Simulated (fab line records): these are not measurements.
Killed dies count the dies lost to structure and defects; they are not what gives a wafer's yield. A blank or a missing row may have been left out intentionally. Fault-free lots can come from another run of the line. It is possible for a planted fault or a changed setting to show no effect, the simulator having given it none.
fab line records	flow nandHarc
record lots=14	wafers=42	lastDay=34
route steps=1302 shown P_M0@277 P_M1@300
lots untouched by any fault: they come from a run of this same line in which no faults occurred
startH: start of the lot's first displayed wafer, in hours after the record's first day	waitH: time in hours since the lot's previous step	" as in the row above	L1.1+2: a single row standing in for several wafers	- no value, or no start was given	* or withheld: withheld	< > ~ a bound
route shown NAME@n: names a module that has steps shown in the file, with the first one's number in the route	usual: mean and standard deviation over wafers with no fault	same: alike in all rows	chamber/n: place in a boat	sites: the reading at each site	_std_site: how widely they spread, as a standard deviation	_edge_site: the outer-site mean with the inner-site mean subtracted	radiusMm: for every site, how far away it sits from the centre of the wafer	mask NAME#n: copy n	behind: the tool/chamber that last shaped the wafer	hold: the reason the lot was held/the length of the hold in hours/how it ended	device: which transistor (n, p or np) failed to switch	end of line: tests run on the same wafers once the route is complete	a step given without rows: its recipe and nothing more	killed: dies that structure and defects cost at the first sort, which is not the same as the wafer's yield	map: dies across one wafer; x = killed, . = not, _ = none there
set.NAME: the setting as run; set.NAME@STEP: as run at that earlier step	model.NAME: the simulator's own value behind a step, which no gauge read
one table for each step of the route and one row for each wafer, over a sample of lots
services: a tool's chamber out of use, with start hour (startH, from the record's first day; less than 0 if before it), hours out, and reason
## steps
# step NHARC_P_M0_ANNEAL_30
# recipe tempC=225	timeS=90
# usual wafer_temp_C_max=226.2/0.35
lot.wafer	tool	chamber	startH	waitH	wafer_temp_C_max
L716.1	rtpAnneal-02	0	138.02	-	227.1
L716.2	"	0	"	"	226.6
L716.6	"	0	"	"	226.5
L717.3	rtpAnneal-02	0	139.29	-	226.0
L717.4	"	0	"	"	226.0
L717.5	"	0	"	"	226.2
L718.1	rtpAnneal-02	0	155.27	0.3	226.2
L718.2	"	0	"	"	227.0
L718.4	"	0	"	"	226.4
L724.1	rtpAnneal-01	0	208.59	0.3	226.0
L724.3	"	0	"	"	226.4
L724.5	"	0	"	"	226.1
L727.2	rtpAnneal-02	0	242.63	0.3	226.0
L727.4	"	0	"	"	226.4
L727.5	"	0	"	"	226.2
L728.1	rtpAnneal-02	0	252.11	-	226.1
L728.2	"	0	"	"	225.9
L728.5	"	0	"	"	226.5
L730.1	rtpAnneal-02	0	285.91	0.3	226.1
L730.5	"	0	"	"	226.6
L730.6	"	0	"	"	226.3
L732.4	rtpAnneal-01	0	295.89	0.4	226.2
L732.5	"	0	"	"	225.8
L732.6	"	0	"	"	226.2
L734.2	rtpAnneal-02	0	309.77	0.4	226.8
L734.5	"	0	"	"	226.9
L734.6	"	0	"	"	226.6
L733.1	rtpAnneal-01	0	310.16	-	225.6
L733.3	"	0	"	"	225.8
L733.5	"	0	"	"	225.8
L735.2	rtpAnneal-01	0	325.10	0.4	225.9
L735.3	"	0	"	"	226.1
L735.5	"	0	"	"	225.9
L736.1	rtpAnneal-01	0	340.51	-	226.5
L736.4	"	0	"	"	225.8
L736.6	"	0	"	"	226.0
L737.1	rtpAnneal-02	0	343.66	0.3	226.3
L737.4	"	0	"	"	226.2
L737.6	"	0	"	"	226.6
L738.2	rtpAnneal-02	0	350.83	-	226.5
L738.3	"	0	"	"	226.9
L738.4	"	0	"	"	226.7
# step NHARC_P_M0_DEP_32
# recipe targetThkA=300	tempC=370	targetThkNm=30	pressureTorr=3	flowSccm=200	rfW=450	material=SiCN
# usual heaterPowerW=584/58	rfFwdPowerW=449.0/1.4
lot.wafer	tool	chamber	startH	waitH	heaterPowerW	rfFwdPowerW
L716.2	pecvd-02	2	138.99	0.1	502	449.1
L716.1	"	0	"	"	625	450.7
L716.6	"	0	"	"	642	449.2
L717.3	pecvd-02	0	140.19	0.1	660	449.7
L717.5	"	2	"	"	621	448.5
L717.4	"	0	"	"	654	449.0
L718.1	pecvd-01	0	156.27	0.1	565	449.4
L718.2	"	1	"	"	585	448.6
L718.4	"	1	"	"	594	448.8
L724.3	pecvd-02	2	209.64	0.1	586	451.5
L724.1	"	0	"	"	706	448.7
L724.5	"	1	"	"	611	447.9
L727.2	pecvd-04	0	243.58	0.1	595	447.0
L727.4	"	2	"	"	531	447.9
L727.5	"	1	"	"	613	450.1
L728.2	pecvd-01	0	253.07	0.1	543	450.9
L728.1	"	1	"	"	625	446.7
L728.5	"	2	"	"	653	449.5
L730.1	pecvd-02	1	287.28	0.1	508	448.0
L730.5	"	2	"	"	570	448.0
L730.6	"	1	"	"	523	448.4
L732.6	pecvd-02	0	296.83	0.2	665	446.5
L732.5	"	1	"	"	545	451.0
L732.4	"	2	"	"	558	448.1
L734.2	pecvd-04	1	310.68	0.1	515	448.3
L734.6	"	1	"	"	511	446.0
L734.5	"	0	"	"	577	451.5
L733.1	pecvd-01	0	311.12	0.1	583	448.9
L733.3	"	2	"	"	632	450.4
L733.5	"	0	"	"	565	447.0
L735.3	pecvd-02	1	326.02	0.1	556	447.7
L735.2	"	2	"	"	607	450.2
L735.5	"	1	"	"	559	447.3
L736.1	pecvd-02	1	341.51	0.1	496	448.6
L736.6	"	1	"	"	489	448.9
L736.4	"	2	"	"	566	449.6
L737.1	pecvd-01	2	344.62	0.1	540	451.3
L737.4	"	0	"	"	529	449.8
L737.6	"	1	"	"	593	449.9
L738.3	pecvd-01	0	351.73	0.1	591	448.7
L738.2	"	2	"	"	648	450.1
L738.4	"	1	"	"	556	450.3
# step NHARC_P_M1_ETCH_15
# recipe targetDepthA=1825	timeS=91.2	c4f8FlowSccm=withheld	arFlowSccm=400	rfW=600	biasW=300	chemistry=C4F8/Ar
# usual oesProductAu=0.960/0.018	rfFwdPowerW=595.4/2.6	rfVppV=442.2/2.6	runLengthS=112.4/0.49
lot.wafer	tool	chamber	startH	waitH	oesProductAu	rfFwdPowerW	rfHoursCounterH	rfVppV	runLengthS
L716.1	rieDiel-12	3	140.49	-	0.976	594.4	12	442.4	111.8
L716.2	"	0	"	"	0.977	597.9	13	444.5	112.8
L716.6	"	3	"	"	0.962	594.8	-	442.7	111.5
L717.3	rieDiel-11	1	141.75	-	0.980	589.0	5	438.9	112.9
L717.4	"	2	"	"	0.949	599.1	5	444.1	111.7
L717.5	"	3	"	"	0.945	594.6	-	440.5	112.4
L718.4	rieDiel-11	0	157.84	-	0.958	591.8	6	444.5	112.1
L718.2	"	1	"	"	0.994	592.7	6	436.8	113.3
L718.1	"	2	"	"	0.957	598.8	6	445.7	111.7
L724.1	rieDiel-11	3	211.10	-	0.923	-	10	441.8	102.4
L724.3	"	2	"	"	0.934	594.5	10	445.1	111.6
L724.5	"	0	"	"	0.925	595.4	-	444.2	112.1
L727.2	rieDiel-11	1	245.15	-	0.984	594.5	12	439.8	113.5
L727.4	"	3	"	"	0.973	-	13	440.6	102.5
L727.5	"	2	"	"	0.980	594.3	-	444.4	111.4
L728.2	rieDiel-07	2	254.65	-	0.956	592.1	8	442.0	112.8
L728.1	"	1	"	"	0.946	597.6	8	441.7	112.6
L728.5	"	2	"	"	0.951	595.5	-	442.3	112.4
L730.1	rieDiel-07	1	288.97	-	0.927	596.9	10	441.5	112.5
L730.6	"	2	"	"	0.932	594.6	-	441.1	112.5
L730.5	"	3	"	"	0.920	597.0	-	444.0	113.3
L732.4	rieDiel-11	2	298.32	-	0.965	598.5	2	443.5	111.5
L732.5	"	0	"	"	0.979	595.4	-	443.3	112.2
L732.6	"	1	"	"	0.967	590.9	-	439.4	112.9
L734.2	rieDiel-11	0	312.30	-	0.966	595.8	3	443.2	112.4
L734.5	"	3	"	"	0.966	596.6	-	441.0	112.8
L734.6	"	0	"	"	0.976	597.0	-	443.2	112.6
L733.3	rieDiel-07	1	312.75	-	0.970	594.9	0	440.9	112.4
L733.1	"	3	"	"	0.959	598.6	0	444.9	112.8
L733.5	"	3	"	"	0.960	598.7	-	445.5	112.6
L735.3	rieDiel-11	0	328.01	-	0.949	591.9	5	444.0	112.0
L735.2	"	3	"	"	0.925	596.7	5	440.8	112.5
L735.5	"	1	"	"	0.945	592.2	-	439.7	113.1
L736.1	rieDiel-12	0	343.07	-	0.983	593.6	22	441.4	112.4
L736.4	"	1	"	"	0.955	597.1	20	438.6	112.3
L736.6	"	3	"	"	0.987	595.1	-	442.7	111.9
L737.1	rieDiel-07	3	346.23	-	0.973	596.1	3	444.7	112.8
L737.4	"	1	"	"	0.975	594.7	2	441.7	112.4
L737.6	"	0	"	"	0.964	593.5	-	442.5	112.8
L738.2	rieDiel-11	3	353.30	-	0.942	600.0	7	439.7	113.1
L738.3	"	0	"	"	0.944	593.8	7	444.7	112.0
L738.4	"	1	"	"	0.956	592.4	-	438.2	113.3
# step NHARC_P_M1_ETCH_28
# recipe targetDepthA=300	overEtchFrac=0.3	timeS=72.99	ionEnergyEv=150	cf4FlowSccm=50	n2FlowSccm=100	arFlowSccm=150	rfW=300	biasW=100	chemistry=CF4/N2
# usual drypumpMotorCurrentA=5.7/0.35	mfcArSccm=150.0/0.5	oesProductAu=1.005/0.012	rfFwdPowerW=297.2/1.4	rfVppV=315.5/2	runLengthS=94.3/0.46	showerheadPlenumPTorr=2.69/0.1	throttleValvePct=19.794/0.0093
lot.wafer	tool	chamber	startH	waitH	drypumpMotorCurrentA	mfcArSccm	oesProductAu	rfFwdPowerW	rfHoursCounterH	rfVppV	runLengthS	showerheadPlenumPTorr	throttleValvePct
L716.2	rieDiel-07	0	-	-	6.5	150.8	1.017	296.3	0	317.9	95.1	2.80	19.794
L716.1	"	1	"	"	5.9	149.9	0.998	298.2	0	316.1	93.9	2.67	19.797
L716.6	"	0	"	"	6.5	150.0	1.017	296.8	-	317.3	94.9	2.80	19.788
L717.4	rieDiel-07	3	-	-	5.7	149.7	0.988	297.7	0	317.5	94.4	2.81	19.819
L717.3	"	1	"	"	5.9	150.3	1.000	298.7	1	315.6	93.9	2.67	19.794
L717.5	"	3	"	"	5.7	149.5	0.986	298.8	-	316.0	94.4	2.81	19.798
L718.4	rieDiel-07	3	-	-	5.7	149.6	0.976	298.4	2	316.2	94.6	2.81	19.800
L718.2	"	0	"	"	6.5	150.2	1.014	297.2	2	317.7	94.5	2.80	19.791
L718.1	"	2	"	"	5.4	150.8	1.004	295.9	1	315.5	94.7	2.69	19.788
L724.1	rieDiel-12	3	-	-	5.6	150.9	1.007	295.9	39	315.4	93.6	2.69	19.803
L724.3	"	0	"	"	6.1	150.1	1.010	296.7	34	313.7	94.3	2.72	19.800
L724.5	"	2	"	"	5.4	150.6	0.995	297.8	-	313.8	94.1	2.58	19.781
L727.4	rieDiel-12	2	-	-	5.4	149.4	1.004	298.7	50	312.0	93.6	2.57	19.795
L727.2	"	0	"	"	6.1	150.4	1.007	297.2	42	318.1	94.7	2.71	19.793
L727.5	"	3	"	"	5.6	149.8	0.999	294.7	-	316.2	94.0	2.68	19.794
L728.1	rieDiel-11	3	-	-	5.8	150.1	1.001	298.1	14	313.7	94.2	2.62	19.805
L728.2	"	2	"	"	5.6	150.3	0.991	298.3	14	318.2	93.5	2.77	19.802
L728.5	"	3	"	"	5.8	149.9	0.990	297.7	-	315.2	94.1	2.62	19.801
L730.1	rieDiel-11	1	-	-	5.1	150.5	1.016	295.3	1	312.7	95.0	2.52	19.799
L730.5	"	0	"	"	5.9	150.2	1.016	295.4	-	318.1	93.8	2.79	19.804
L730.6	"	1	"	"	5.1	150.8	1.014	296.6	-	312.6	94.7	2.52	19.788
L732.4	rieDiel-12	1	-	-	5.7	149.7	0.984	297.5	6	312.2	94.3	2.52	19.795
L732.5	"	2	"	"	5.4	149.9	1.008	298.3	-	313.6	93.5	2.57	19.802
L732.6	"	3	"	"	5.7	149.8	1.016	295.5	-	316.0	93.9	2.68	19.769
L734.2	rieDiel-12	3	-	-	5.7	149.6	1.021	295.3	9	314.2	93.5	2.67	19.822
L734.6	"	0	"	"	6.1	150.7	1.009	298.8	-	316.1	94.8	2.71	19.807
L734.5	"	1	"	"	5.8	150.2	1.014	297.6	-	313.0	94.8	2.51	19.781
L733.3	rieDiel-11	0	-	-	5.9	150.5	1.012	296.7	3	315.9	93.7	2.79	19.790
L733.1	"	2	"	"	5.6	150.3	1.004	298.2	3	316.8	93.6	2.77	19.786
L733.5	"	3	"	"	5.8	150.0	0.997	298.6	-	316.0	94.1	2.62	19.796
L735.3	rieDiel-07	1	-	-	5.9	150.3	1.006	296.9	1	314.9	93.9	2.67	19.800
L735.2	"	2	"	"	5.5	150.2	1.014	294.4	1	315.6	94.4	2.69	19.802
L735.5	"	0	"	"	6.5	149.9	1.015	296.1	-	318.0	94.5	2.80	19.783
L736.1	rieDiel-11	2	-	-	5.6	150.2	0.999	299.0	5	316.7	93.8	2.77	19.794
L736.4	"	3	"	"	5.8	150.2	1.000	297.7	6	314.3	94.2	2.62	19.795
L736.6	"	1	"	"	5.1	149.4	1.021	294.4	-	313.0	95.0	2.52	19.789
L737.1	rieDiel-11	1	-	-	5.1	149.9	1.013	294.7	6	310.7	94.7	2.52	19.789
L737.4	"	3	"	"	5.7	149.7	1.003	299.7	-	314.2	94.3	2.62	19.789
L737.6	"	0	"	"	5.9	150.1	1.022	297.2	-	316.3	94.3	2.79	19.801
L738.2	rieDiel-07	0	-	-	6.6	150.1	1.018	296.5	3	316.9	94.5	2.79	19.801
L738.3	"	1	"	"	6.0	149.8	1.022	297.2	3	315.1	94.2	2.67	19.791
L738.4	"	2	"	"	5.5	150.7	1.022	297.0	3	315.4	94.0	2.69	19.808
## services
tool	chamber	startH	hours	kind
rieDiel-07	-	117.27	9.0	pm
pecvd-01	-	130.34	13.0	pm
rieDiel-11	0	136.50	-	clean
rieDiel-11	1	136.50	-	clean
rieDiel-11	2	136.50	-	clean
pecvd-04	-	143.21	2.2	repair
rieDiel-07	2	174.35	6.9	repair
rieDiel-07	3	203.71	3.7	repair
pecvd-01	2	210.51	18.0	repair
pecvd-02	0	220.34	3.9	repair
pecvd-02	-	227.26	13.0	pm
pecvd-02	1	249.73	14.4	repair
rieDiel-07	-	251.01	0.8	repair
rieDiel-11	-	255.50	9.0	pm
rieDiel-12	0	258.42	11.3	repair
pecvd-04	1	267.86	4.9	repair
pecvd-04	-	269.00	13.0	pm
rieDiel-12	-	269.75	9.0	pm
pecvd-02	0	280.37	8.9	repair
rieDiel-07	0	289.35	29.0	repair
rieDiel-07	-	294.39	9.0	pm
pecvd-01	-	311.38	13.0	pm
pecvd-01	2	338.24	2.3	repair
rieDiel-11	2	345.73	11.0	repair
## key
firstSign step=NHARC_P_M1_ETCH_15	reading=runLengthS	direction=down	sigmas=20	usual=*	struck=*
effect none on later readings
metAt NHARC_P_M1_ETCH_15
struckLots L724,L727
struckWafers L724.1,L727.4
sortLeftOut L724.1,L727.4
notActingAt NHARC_P_M0_ANNEAL_30,NHARC_P_M0_DEP_32,NHARC_P_M1_ETCH_28
onsetBetween 157.84 211.10
fault kind=processParameterDrift	tool=rieDiel-11	chamber=-	onsetH=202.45	steps=NHARC_P_M1_ETCH_15	channel=timeS	offset=*	shape=step	endH=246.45	scope=struckWafersOnly	actsIn=*	stated=*
# sortLeftOut: the simulated sort isn't trusted on such a fault, so these wafers' sort isn't shown, and their yield isn't known
